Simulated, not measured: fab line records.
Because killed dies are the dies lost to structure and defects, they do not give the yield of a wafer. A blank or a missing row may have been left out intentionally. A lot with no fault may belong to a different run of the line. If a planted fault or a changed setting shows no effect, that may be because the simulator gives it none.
fab line records    flow nand_harc
record: lots: 10  wafers: 30  last_day: 24
route steps=1159 shown A_CHANNEL_HOLE_D1@460 END@1159
lots that met no fault: from a run of the same line without faults
start_h: hours from the record's opening day to when the first of the lot's shown wafers began    wait_h: hours since the lot's step before    " the same as in the row above    L1.1+2: a single row standing in for several wafers    - either no value or no given start    * or withheld: withheld    < > ~ a bound
route shown NAME@n: NAME is a module with steps in the file, n the number in the route of the first one    usual: the fault-free wafers' mean and standard deviation    same: alike in all rows    chamber/n: place in a boat    sites: the reading at each site    _std_site: their standard deviation    _edge_site: mean of outer sites minus mean of inner sites    radius_mm: for every site, how far away it sits from the centre of the wafer    mask NAME#n: copy n    behind: tool/chamber where the wafer was last shaped    hold: cause of the lot's hold/its duration in hours/its outcome    device: whichever transistor did not switch (one of n, p or np)    end of line: at the end of the route, the tests of the same wafers    where a step has no rows: the recipe by itself    killed: not the wafer's yield, but the dies lost to structure and defects at the first sort    map: per-die view of a wafer (x killed, . not killed, _ where there is no die)
set.NAME: the setting the step ran with; set.NAME@STEP: the setting that earlier step ran with    model.NAME: the simulator's own value behind a step, which no gauge read
route steps across a sampled set of lots; one table per step, one row per wafer
services: the hour from which a tool's chamber was out of use, counted from the record's first day as start_h (under 0 if before that day), plus the number of hours and why
== steps ==
step: NHARC_A_CHANNEL_HOLE_D1_PEB_08
recipe: peb_temp_c: 100  peb_time_s: 65
usual: resist_line_temp_C: 22.98/0.11
lot.wafer  tool            chamber  start_h  wait_h  resist_line_temp_C
L862.1     litho_track-04  0        187.18   0.1     22.93
L862.2     "               0        "        "       22.89
L862.6     "               0        "        "       22.83
L865.2     litho_track-06  0        196.39   0.1     22.91
L865.4     "               0        "        "       23.13
L865.5     "               0        "        "       23.04
L869.1     litho_track-04  0        215.73   0.1     22.99
L869.2     "               0        "        "       22.99
L869.4     "               0        "        "       22.97
L870.1     litho_track-06  0        230.20   0.1     23.18
L870.2     "               0        "        "       23.05
L870.3     "               0        "        "       23.14
L872.1     litho_track-04  0        240.36   0.1     22.91
L872.2     "               0        "        "       22.90
L872.5     "               0        "        "       22.88
L876.1     litho_track-06  0        268.49   0.1     23.00
L876.4     "               0        "        "       22.78
L876.5     "               0        "        "       22.87
L875.1     litho_track-06  0        269.16   0.1     23.02
L875.5     "               0        "        "       23.03
L875.6     "               0        "        "       23.05
L879.1     litho_track-06  0        282.60   0.1     23.11
L879.3     "               0        "        "       22.84
L879.5     "               0        "        "       23.06
L884.1     litho_track-01  0        302.08   0.1     22.87
L884.2     "               0        "        "       22.85
L884.3     "               0        "        "       22.76
L883.2     litho_track-06  0        303.12   0.1     22.90
L883.4     "               0        "        "       23.06
L883.5     "               0        "        "       22.96
step: NHARC_A_CHANNEL_HOLE_D1_CD_MEAS_10
recipe: target_cd_nm: 100  landing_energy_ev: 500
usual: cd_nm: 99.9/0.59
lot.wafer  tool       chamber  start_h  wait_h  cd_nm
L862.1     cd_sem-03  0        187.26   -       100.1
L862.2     "          0        "        "       100.2
L862.6     "          0        "        "       100.7
L865.2     cd_sem-01  0        196.47   -       100.1
L865.4     "          0        "        "       100.3
L865.5     "          0        "        "       100.2
L869.1     cd_sem-01  0        215.81   -       100.2
L869.2     "          0        "        "       99.9
L869.4     "          0        "        "       100.1
L870.1     cd_sem-03  0        230.28   -       99.9
L870.2     "          0        "        "       100.3
L870.3     "          0        "        "       99.8
L872.1     cd_sem-01  0        240.44   -       100.5
L872.2     "          0        "        "       100.0
L872.5     "          0        "        "       99.9
L876.1     cd_sem-01  0        268.57   -       101.1
L876.4     "          0        "        "       100.7
L876.5     "          0        "        "       100.1
L875.1     cd_sem-01  0        269.24   -       107.1
L875.5     "          0        "        "       101.1
L875.6     "          0        "        "       100.3
L879.1     cd_sem-01  0        282.68   -       107.0
L879.3     "          0        "        "       100.8
L879.5     "          0        "        "       100.1
L884.1     cd_sem-01  0        302.16   -       99.6
L884.2     "          0        "        "       98.9
L884.3     "          0        "        "       99.4
L883.2     cd_sem-01  0        303.20   -       99.6
L883.4     "          0        "        "       105.8
L883.5     "          0        "        "       100.1
step: NHARC_A_CHANNEL_HOLE_D1_DESCUM_15
recipe: time_s: 3  o2_flow_sccm: 200  ar_flow_sccm: 0  bias_power_w: 0  chemistry: O2
usual: drypump_motor_current_A: 5.8/0.6  o2_flow_sccm: 200.0/0.61  oes_product_au: 0.998/0.011  rf_vpp_V: 57.8/0.93  showerhead_plenum_p_Torr: 1.90/0.071  throttle_valve_pct: 11.311/0.01
lot.wafer  tool         chamber  start_h  wait_h  drypump_motor_current_A  o2_flow_sccm  oes_product_au  rf_hours_counter_h  rf_vpp_V  showerhead_plenum_p_Torr  throttle_valve_pct
L862.1     rie_diel-06  2        187.45   0.1     4.8                      199.5         1.001           7                   57.3      1.86                      11.306
L862.2     "            3        "        "       5.6                      200.0         1.004           7                   58.3      1.96                      11.315
L862.6     "            2        "        "       4.8                      199.7         1.006           -                   56.2      1.86                      11.296
L865.4     rie_diel-05  0        196.66   0.1     6.1                      201.0         1.004           1                   59.7      1.94                      11.312
L865.2     "            2        "        "       4.7                      199.9         1.013           1                   57.8      2.07                      11.332
L865.5     "            0        "        "       6.1                      200.8         1.017           -                   58.6      1.94                      11.299
L869.1     rie_diel-12  3        216.00   0.1     5.2                      200.5         0.996           1                   57.8      1.91                      11.311
L869.4     "            0        "        "       6.1                      200.4         0.985           1                   58.6      1.85                      11.307
L869.2     "            1        "        "       6.0                      199.5         0.992           1                   57.1      1.79                      11.318
L870.2     rie_diel-12  1        230.47   0.1     6.0                      199.5         0.983           2                   57.2      1.79                      11.297
L870.3     "            3        "        "       5.2                      199.8         0.982           2                   57.5      1.91                      11.302
L870.1     "            0        "        "       6.1                      200.3         0.977           2                   56.9      1.85                      11.315
L872.2     rie_diel-06  0        240.63   0.1     6.3                      199.8         0.972           11                  56.5      1.89                      11.294
L872.1     "            1        "        "       6.2                      200.3         1.007           12                  59.4      1.99                      11.305
L872.5     "            3        "        "       5.6                      198.9         1.004           -                   59.6      1.95                      11.298
L876.4     rie_diel-12  0        268.79   0.1     6.1                      200.8         0.996           5                   57.4      1.85                      11.321
L876.1     "            1        "        "       6.0                      198.9         1.005           4                   56.9      1.79                      11.311
L876.5     "            3        "        "       5.2                      201.0         1.003           -                   56.6      1.91                      11.323
L875.1     rie_diel-05  1        269.44   0.1     6.7                      199.3         0.990           7                   56.6      1.92                      11.295
L875.5     "            0        "        "       6.1                      201.3         1.007           -                   58.5      1.94                      11.295
L875.6     "            1        "        "       6.7                      199.1         0.988           -                   59.1      1.92                      11.307
L879.1     rie_diel-06  3        282.87   0.1     5.6                      200.0         0.995           1                   58.6      1.95                      11.314
L879.3     "            0        "        "       6.3                      200.1         0.995           1                   57.3      1.89                      11.328
L879.5     "            3        "        "       5.6                      200.5         1.002           -                   58.4      1.95                      11.318
L884.3     rie_diel-05  0        302.35   0.1     6.1                      199.5         1.011           10                  56.7      1.94                      11.308
L884.1     "            1        "        "       6.8                      200.5         0.992           9                   58.1      1.92                      11.313
L884.2     "            2        "        "       4.7                      201.6         1.018           7                   58.7      2.06                      11.318
L883.4     rie_diel-06  0        303.39   0.1     6.3                      199.8         1.002           3                   57.2      1.89                      11.312
L883.2     "            3        "        "       5.6                      200.6         0.990           3                   58.8      1.95                      11.319
L883.5     "            0        "        "       6.3                      200.2         0.997           -                   56.5      1.89                      11.308
step: NHARC_A_CHANNEL_HOLE_D1_ETCH_34
recipe: target_depth_a: 1540  time_s: 77  cf4_flow_sccm: 100  chf3_flow_sccm: 30  ar_flow_sccm: 0  rf_w: 500  bias_w: 200  chemistry: CF4/CHF3
usual: bias_w: 200.1/0.58  drypump_motor_current_A: 5.7/0.63  oes_product_au: 0.948/0.022  rf_vpp_V: 370.3/2.2  showerhead_plenum_p_Torr: 1.56/0.058  throttle_valve_pct: 16.801/0.0089
lot.wafer  tool         chamber  start_h  wait_h  bias_w  drypump_motor_current_A  oes_product_au  rf_hours_counter_h  rf_vpp_V  showerhead_plenum_p_Torr  throttle_valve_pct
L862.2     rie_diel-06  1        -        -       199.8   6.2                      0.940           9                   373.0     1.63                      16.801
L862.1     "            0        "        "       201.8   6.3                      0.918           8                   369.6     1.56                      16.810
L862.6     "            1        "        "       199.7   6.2                      0.936           -                   372.1     1.63                      16.818
L865.2     rie_diel-05  1        -        -       199.7   6.7                      0.976           1                   371.2     1.58                      16.807
L865.4     "            3        "        "       200.2   6.5                      0.957           1                   371.1     1.58                      16.797
L865.5     "            1        "        "       199.8   6.7                      0.965           -                   369.3     1.58                      16.788
L869.4     rie_diel-12  3        -        -       200.3   5.1                      0.942           1                   369.7     1.57                      16.802
L869.2     "            0        "        "       200.2   6.1                      0.946           1                   369.5     1.52                      16.794
L869.1     "            2        "        "       199.8   5.2                      0.963           2                   367.7     1.47                      16.796
L870.2     rie_diel-12  3        -        -       200.6   5.1                      0.970           2                   370.3     1.57                      16.804
L870.1     "            0        "        "       199.1   6.1                      0.968           2                   368.0     1.52                      16.807
L870.3     "            2        "        "       200.5   5.2                      0.959           3                   366.2     1.47                      16.787
L872.2     rie_diel-06  0        -        -       200.0   6.3                      0.901           12                  370.9     1.56                      16.802
L872.1     "            2        "        "       199.3   4.8                      0.912           11                  369.3     1.53                      16.805
L872.5     "            0        "        "       199.1   6.3                      0.913           -                   370.7     1.56                      16.797
L876.4     rie_diel-12  0        -        -       200.2   6.1                      0.977           5                   368.4     1.52                      16.793
L876.1     "            1        "        "       200.9   6.0                      0.989           4                   367.3     1.48                      16.798
L876.5     "            3        "        "       200.4   5.1                      0.963           -                   369.7     1.57                      16.793
L875.1     rie_diel-05  1        -        -       199.8   6.7                      0.956           7                   371.3     1.58                      16.801
L875.5     "            1        "        "       200.7   6.7                      0.951           -                   371.1     1.58                      16.791
L875.6     "            2        "        "       200.0   4.6                      0.992           -                   374.2     1.69                      16.806
L879.3     rie_diel-06  1        -        -       199.9   6.2                      0.968           2                   372.2     1.63                      16.807
L879.1     "            2        "        "       200.7   4.8                      0.946           2                   368.4     1.53                      16.807
L879.5     "            3        "        "       200.0   5.6                      0.947           -                   372.0     1.61                      16.809
L884.2     rie_diel-05  1        -        -       200.2   6.7                      0.919           10                  371.3     1.58                      16.821
L884.1     "            2        "        "       201.2   4.6                      0.940           8                   374.6     1.69                      16.818
L884.3     "            0        "        "       201.2   6.1                      0.934           10                  370.9     1.59                      16.794
L883.4     rie_diel-06  3        -        -       199.7   5.6                      0.942           3                   372.0     1.60                      16.795
L883.2     "            2        "        "       199.3   4.8                      0.954           3                   370.1     1.53                      16.800
L883.5     "            0        "        "       200.1   6.3                      0.950           -                   370.1     1.56                      16.802
step: NHARC_A_CHANNEL_HOLE_D1_ETCH_21
recipe: bias_v: 3000  source_w: withheld  pressure_mtorr: 20  time_s: 514.3  ar_flow_sccm: 375  c4f8_flow_sccm: 89.3  o2_flow_sccm: 35.7  temp_c: -20  target_depth_a: 16000  chemistry: C4F8/O2/Ar
usual: drypump_motor_current_A: 6.0/0.47  o2_flow_sccm: 35.71/0.099  showerhead_plenum_p_Torr: 3.74/0.064  throttle_valve_pct: 32.156/0.0084
lot.wafer  tool         chamber  start_h  wait_h  drypump_motor_current_A  o2_flow_sccm  rf_hours_counter_h  showerhead_plenum_p_Torr  throttle_valve_pct
L862.2     har_etch-02  0        189.06   0.3     6.0                      35.63         104                 3.81                      32.163
L862.1     "            1        "        "       6.6                      35.59         104                 3.67                      32.154
L862.6     "            1        "        "       6.5                      35.69         -                   3.67                      32.146
L865.2     har_etch-02  1        198.26   0.3     6.6                      35.65         108                 3.67                      32.155
L865.4     "            1        "        "       6.6                      35.68         -                   3.67                      32.156
L865.5     "            1        "        "       6.6                      35.65         -                   3.67                      32.147
L869.1     har_etch-02  1        217.62   0.3     6.6                      35.81         120                 3.66                      32.144
L869.2     "            0        "        "       6.0                      35.65         120                 3.80                      32.152
L869.4     "            0        "        "       6.0                      35.50         -                   3.80                      32.157
L870.1     har_etch-02  0        232.08   0.3     6.0                      35.83         124                 3.80                      32.158
L870.2     "            1        "        "       6.5                      35.74         124                 3.66                      32.158
L870.3     "            0        "        "       6.0                      35.68         -                   3.80                      32.168
L872.2     har_etch-02  0        242.23   0.3     6.0                      35.71         130                 3.79                      32.157
L872.1     "            1        "        "       6.6                      35.65         130                 3.65                      32.166
L872.5     "            0        "        "       6.0                      35.73         -                   3.79                      32.154
L876.1     har_etch-01  0        270.46   0.3     5.2                      35.59         228                 3.80                      32.153
L876.4     "            0        "        "       5.2                      35.56         -                   3.80                      32.154
L876.5     "            1        "        "       6.0                      35.59         -                   3.71                      32.153
L875.1     har_etch-02  0        273.60   0.3     6.0                      35.83         144                 3.78                      32.142
L875.5     "            1        "        "       6.5                      35.62         -                   3.65                      32.163
L875.6     "            0        "        "       6.0                      35.92         -                   3.78                      32.148
L879.1     har_etch-01  0        285.07   0.3     5.3                      35.67         235                 3.80                      32.139
L879.3     "            1        "        "       6.0                      35.78         -                   3.71                      32.150
L879.5     "            1        "        "       6.0                      35.79         -                   3.71                      32.165
L884.1     har_etch-02  0        303.97   0.3     6.0                      35.59         159                 3.78                      32.184
L884.2     "            1        "        "       6.6                      35.74         159                 3.64                      32.138
L884.3     "            1        "        "       6.5                      35.73         -                   3.64                      32.155
L883.2     har_etch-01  1        305.08   0.3     6.0                      35.69         247                 3.70                      32.144
L883.4     "            1        "        "       6.0                      35.86         -                   3.70                      32.169
L883.5     "            1        "        "       6.0                      35.86         -                   3.70                      32.166
step: NHARC_A_CHANNEL_HOLE_D1_CD_MEAS_30
usual: cd_nm: 89.8/1.4
lot.wafer  tool       chamber  start_h  wait_h  cd_nm
L862.1     cd_sem-02  -        194.16   -       87.8
L862.2     "          -        "        "       91.1
L862.6     "          -        "        "       88.6
L865.2     cd_sem-02  -        203.39   -       89.7
L865.4     "          -        "        "       90.4
L865.5     "          -        "        "       90.7
L869.1     cd_sem-01  -        222.73   -       91.0
L869.2     "          -        "        "       85.8
L869.4     "          -        "        "       89.4
L870.1     cd_sem-03  -        237.17   -       89.8
L870.2     "          -        "        "       90.1
L870.3     "          -        "        "       88.9
L872.1     cd_sem-02  -        247.48   -       87.5
L872.2     "          -        "        "       88.1
L872.5     "          -        "        "       89.5
L876.1     cd_sem-01  -        275.95   -       88.7
L876.4     "          -        "        "       91.4
L876.5     "          -        "        "       88.0
L875.1     cd_sem-03  -        278.64   -       94.3
L875.5     "          -        "        "       91.3
L875.6     "          -        "        "       91.8
L879.1     cd_sem-02  -        290.18   -       99.9
L879.3     "          -        "        "       90.6
L879.5     "          -        "        "       90.6
L884.1     cd_sem-01  -        309.06   -       88.2
L884.2     "          -        "        "       89.3
L884.3     "          -        "        "       89.0
L883.2     cd_sem-01  -        310.28   -       88.6
L883.4     "          -        "        "       95.3
L883.5     "          -        "        "       91.7
step: NHARC_A_CHANNEL_HOLE_D1_XSEM_31
recipe: landing_energy_ev: 35000
usual: bot_cd_nm: 74.2/1.6  bow_nm: 8.60/0.28  tilt_deg: 0.08/0.04
lot.wafer  tool     chamber  start_h  wait_h  bot_cd_nm  bow_nm  tilt_deg
L862.1     xsem-01  0        194.25   0.1     70.7       8.69    0.08
L862.2     "        0        "        "       75.0       8.66    0.08
L862.6     "        0        "        "       71.9       8.58    0.08
L865.2     xsem-02  0        203.49   0.1     75.4       8.71    0.08
L865.4     "        0        "        "       75.8       8.68    0.08
L865.5     "        0        "        "       76.2       8.75    0.08
L869.1     xsem-01  0        222.83   0.1     76.0       8.28    0.04
L869.2     "        0        "        "       69.4       8.24    0.04
L869.4     "        0        "        "       72.9       8.17    0.04
L870.1     xsem-02  0        237.28   0.1     74.5       8.86    0.12
L870.2     "        0        "        "       74.4       8.90    0.12
L870.3     "        0        "        "       73.1       8.85    0.12
L872.1     xsem-02  0        247.57   0.1     71.7       8.19    0.11
L872.2     "        0        "        "       72.3       8.20    0.11
L872.5     "        0        "        "       73.9       8.28    0.12
L876.1     xsem-02  0        276.04   0.1     72.5       9.08    0.17
L876.4     "        0        "        "       75.1       9.10    0.17
L876.5     "        0        "        "       72.2       9.14    0.17
L875.1     xsem-01  0        278.73   0.1     78.3       9.14    0.07
L875.5     "        0        "        "       75.6       9.16    0.07
L875.6     "        0        "        "       75.8       9.18    0.08
L879.1     xsem-02  0        290.28   0.1     84.2       8.43    0.06
L879.3     "        0        "        "       75.4       8.40    0.06
L879.5     "        0        "        "       74.6       8.46    0.06
L884.1     xsem-01  0        309.16   0.1     72.8       8.88    0.08
L884.2     "        0        "        "       73.3       8.79    0.08
L884.3     "        0        "        "       73.2       8.85    0.08
L883.2     xsem-01  0        310.37   0.1     72.1       8.90    0.08
L883.4     "        0        "        "       78.7       8.84    0.09
L883.5     "        0        "        "       75.5       8.92    0.09
step: NHARC_END_SORT_01
recipe: temp_c: 25
usual: killed_at_array: 27/8.8  killed_at_other: 0.4/0.82  killed_at_periphery: 3.1/2.1  killed_dies: 31/8.8  killed_open: 3.3/2  killed_short: 2.0/1.4
same: gross_dies: 677
lot.wafer  tool       chamber  start_h  wait_h  killed_at_array  killed_at_other  killed_at_periphery  killed_dies  killed_open  killed_short
L869.1     prober-01  0        490.23   2.5     29               0                1                    30           7            2
L869.2     prober-01  0        491.01   2.8     29               0                1                    30           1            1
L869.4     prober-01  0        492.57   3.4     25               0                0                    25           2            2
L872.1     prober-02  0        517.07   2.5     9                0                5                    14           2            3
L872.2     prober-02  0        517.87   2.8     18               0                2                    20           2            0
L872.5     prober-02  0        520.29   3.7     19               0                4                    23           10           1
L876.1     prober-02  0        524.84   2.5     24               0                3                    27           2            3
L876.4     prober-02  0        527.26   3.4     25               1                3                    29           2            4
L876.5     prober-02  0        528.06   3.7     19               0                4                    23           2            2
L875.1     prober-01  0        546.05   2.5     30               0                2                    32           1            0
L875.5     prober-01  0        549.29   3.7     32               2                2                    36           4            4
L875.6     prober-01  0        550.10   4.1     34               1                0                    35           7            2
killed by level:class
L869.1 A_SLIT:chamber_film_flake=12 A_CHANNEL_HOLE_D1:chamber_film_flake=3 A_CHANNEL_FILL_D1:geometric_particle:open=2 A_BLC:geometric_particle:open=2 A_STAIRCASE:chamber_film_flake=2 A_SGD_CUT:chamber_film_flake=2 P_CONTACT:geometric_particle:open=1 A_WL_FILL:geometric_particle:short=1
L869.2 A_SLIT:chamber_film_flake=20 A_SGD_CUT:chamber_film_flake=3 A_CONTACT:chamber_film_flake=3 P_GATE:geometric_particle:short=1 A_ONON_D1:geometric_particle:open=1 A_CHANNEL_HOLE_D1:chamber_film_flake=1 A_STAIRCASE:chamber_film_flake=1
L869.4 A_CHANNEL_HOLE_D1:chamber_film_flake=8 A_SLIT:chamber_film_flake=7 A_SGD_CUT:chamber_film_flake=4 A_WL_FILL:geometric_particle:open=2 A_SGD_CUT:geometric_particle:short=1 A_WL_FILL:geometric_particle:short=1 A_CHANNEL_FILL_D1:chamber_film_flake=1 A_CONTACT:chamber_film_flake=1
L872.1 P_GATE:chamber_film_flake=2 A_CHANNEL_HOLE_D1:chamber_film_flake=2 P_M1:geometric_particle:short=1 A_CHANNEL_FILL_D1:geometric_particle:short=1 A_SGD_CUT:geometric_particle:short=1 A_CONTACT:geometric_particle:open=1 A_BLC:geometric_particle:open=1 P_STI:chamber_film_flake=1
L872.2 A_CHANNEL_HOLE_D1:chamber_film_flake=5 A_WL_FILL:chamber_film_flake=4 A_CONTACT:chamber_film_flake=4 A_STAIRCASE:chamber_film_flake=2 A_CHANNEL_FILL_D1:geometric_particle:open=1 A_CONTACT:geometric_particle:open=1 P_STI:chamber_film_flake=1 P_GATE:chamber_film_flake=1
L872.5 A_CHANNEL_HOLE_D1:chamber_film_flake=4 A_STAIRCASE:chamber_film_flake=3 A_CONTACT:geometric_particle:open=2 A_BLC:geometric_particle:open=2 A_WL_FILL:chamber_film_flake=2 P_CONTACT:geometric_particle:open=1 P_M0:geometric_particle:open=1 P_M1:geometric_particle:open=1
L876.1 A_CHANNEL_HOLE_D1:chamber_film_flake=18 P_M0:geometric_particle:short=1 A_ONON_D1:geometric_particle:short=1 A_CHANNEL_FILL_D1:geometric_particle:open=1 A_CONTACT:geometric_particle:open=1 A_CONTACT:geometric_particle:short=1 P_ZERO_WELL:chamber_film_flake=1 P_GATE:chamber_film_flake=1
L876.4 A_CHANNEL_HOLE_D1:chamber_film_flake=18 P_GATE:chamber_film_flake=2 P_M2:geometric_particle:open=1 A_CHANNEL_HOLE_D1:geometric_particle:short=1 A_CHANNEL_FILL_D1:geometric_particle:short=1 A_CHANNEL_FILL_D1:geometric_particle:open=1 A_WL_FILL:geometric_particle:short=1 STARTING-WAFER:geometric_particle:short=1
L876.5 A_CHANNEL_HOLE_D1:chamber_film_flake=15 P_GATE:chamber_film_flake=3 P_CONTACT:geometric_particle:open=1 A_ONON_D1:geometric_particle:short=1 A_CHANNEL_FILL_D1:geometric_particle:short=1 A_BLC:geometric_particle:open=1 A_STAIRCASE:chamber_film_flake=1
L875.1 A_SLIT:chamber_film_flake=15 A_CHANNEL_HOLE_D1:chamber_film_flake=6 A_CONTACT:chamber_film_flake=4 A_ZERO_WELL:chamber_film_flake=3 A_BLC:geometric_particle:open=1 P_GATE:chamber_film_flake=1 P_M2:chamber_film_flake=1 A_STAIRCASE:chamber_film_flake=1
L875.5 A_SLIT:chamber_film_flake=16 A_CONTACT:chamber_film_flake=3 A_WL_FILL:geometric_particle:open=2 A_CHANNEL_HOLE_D1:chamber_film_flake=2 A_STAIRCASE:chamber_film_flake=2 A_SOURCE_PLATE:geometric_particle:short=1 A_CHANNEL_FILL_D1:geometric_particle:open=1 A_SGD_CUT:geometric_particle:short=1
L875.6 A_SLIT:chamber_film_flake=14 A_CONTACT:chamber_film_flake=7 A_CONTACT:geometric_particle:open=2 A_CHANNEL_HOLE_D1:chamber_film_flake=2 A_ONON_D1:geometric_particle:open=1 A_CHANNEL_FILL_D1:geometric_particle:open=1 A_SGD_CUT:geometric_particle:open=1 A_SGD_CUT:geometric_particle:short=1
== services ==
tool            chamber  start_h  hours  kind
rie_diel-05     -        169.94   9.0    pm
rie_diel-06     0        171.20   -      clean
rie_diel-06     1        171.20   -      clean
rie_diel-06     2        171.20   -      clean
rie_diel-06     3        171.20   -      clean
rie_diel-06     0        195.70   -      clean
rie_diel-06     1        195.70   -      clean
rie_diel-06     2        195.70   -      clean
rie_diel-06     3        195.70   -      clean
rie_diel-12     -        202.56   9.0    pm
rie_diel-06     0        220.20   -      clean
rie_diel-06     1        220.20   -      clean
rie_diel-12     1        239.65   10.6   repair
rie_diel-06     -        241.49   9.0    pm
rie_diel-12     3        241.92   3.9    repair
rie_diel-05     2        246.10   8.9    repair
rie_diel-12     -        259.94   0.2    repair
litho_track-01  -        268.00   7.0    pm
litho_track-06  -        292.00   7.0    pm
rie_diel-12     0        293.46   11.1   repair
rie_diel-05     3        294.07   3.3    repair
xsem-02         -        302.00   14.0   pm
rie_diel-05     2        308.34   3.2    repair
har_etch-01     -        308.77   17.0   pm
== key ==
first_sign: step: NHARC_A_CHANNEL_HOLE_D1_CD_MEAS_10  reading: cd_nm  direction: up  sigmas: 11  usual: 99.9  struck: 106.7
effect: step: NHARC_A_CHANNEL_HOLE_D1_CD_MEAS_30  reading: cd_nm  direction: up  sigmas: 4.8  usual: 89.8  struck: 96.5
effect: step: NHARC_A_CHANNEL_HOLE_D1_XSEM_31  reading: bot_cd_nm  direction: up  sigmas: 3.9  usual: 74.2  struck: 80.4
met_at NHARC_A_CHANNEL_HOLE_D1_PEB_08
struck_lots L875,L879,L883
struck_wafers L875.1,L879.1,L883.4
tester_left_out L875,L879,L883
not_acting_at NHARC_A_CHANNEL_HOLE_D1_DESCUM_15,NHARC_A_CHANNEL_HOLE_D1_ETCH_34,NHARC_A_CHANNEL_HOLE_D1_ETCH_21
onset_between 268.49 269.16
fault: kind: process_parameter_drift  tool: litho_track-06  chamber: -  onset_h: 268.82  steps: NHARC_A_CHANNEL_HOLE_D1_PEB_08  channel: peb_time_s  offset: *  shape: step  end_h: 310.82  scope: struck_wafers_only  acts_in: *  stated: *
tester_left_out: of these lots the tester's yield and bins aren't shown, on N5 and GAA mostly nor the transistor test; their killed dies are dies lost to structure and defects alone, not to doping, threshold or leakage, so they don't give the yield
